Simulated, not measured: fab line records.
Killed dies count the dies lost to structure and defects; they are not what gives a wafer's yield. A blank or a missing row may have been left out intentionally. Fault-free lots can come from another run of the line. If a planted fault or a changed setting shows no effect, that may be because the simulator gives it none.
Chamber matching	flow nand harc	NHARC_P_M0_CMP_23 on cmp-01 has 4 sister chambers
The step polishes, t overpolish 20 s, target thk 117.53 nm. 8 wafers are shown with their chamber, then 7 later ones without.

== WAFERS, EACH WITH ITS CHAMBER ==
wafer	chamber	motor current A (A)	time to endpoint s (s)
L423.3	3	11.1	31
L431.5	3	10.9	30
L438.1	1	11.4	34
L439.1	0	12.4	34
L439.3	2	13.2	32
L439.6	2	13.0	33
L443.1	0	12.0	29
L443.4	1	11.6	34

== WAFERS WHOSE CHAMBER IS MISSING ==
wafer	motor current A (A)	time to endpoint s (s)
L443.6	10.8	29
L441.2	13.7	27
L441.3	13.0	30
L441.5	13.2	28
L445.3	14.1	27
L445.5	12.6	29
L445.6	11.9	34

== WHICH CHAMBER EACH WENT THROUGH ==
wafer	from the rows above	in truth
L443.6	3	3
L441.2	2	2
L441.3	2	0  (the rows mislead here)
L441.5	2	2
L445.3	2	2
L445.5	can't be placed: 0 or 2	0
L445.6	can't be placed: 0 or 1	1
4 of 7 placed correctly. Cannot be placed on the basis of these rows: 2; the candidates contain the true chamber in 2. Number placed wrongly: 1.
How it was worked out, from the rows above alone: a wafer's distance from a chamber is the root of the sum, over the readings, of the square of ((its reading less the chamber's mean) divided by the reading's scatter). If the next closest chamber is less than 2 further off than the closest, the wafer can't be placed; otherwise it belongs to the closest. Each chamber's mean is taken over the wafers shown for it. The scatter: take each reading less its chamber's mean, square it, sum over the shown wafers, divide by the number of wafers less the number of chambers, and take the root.
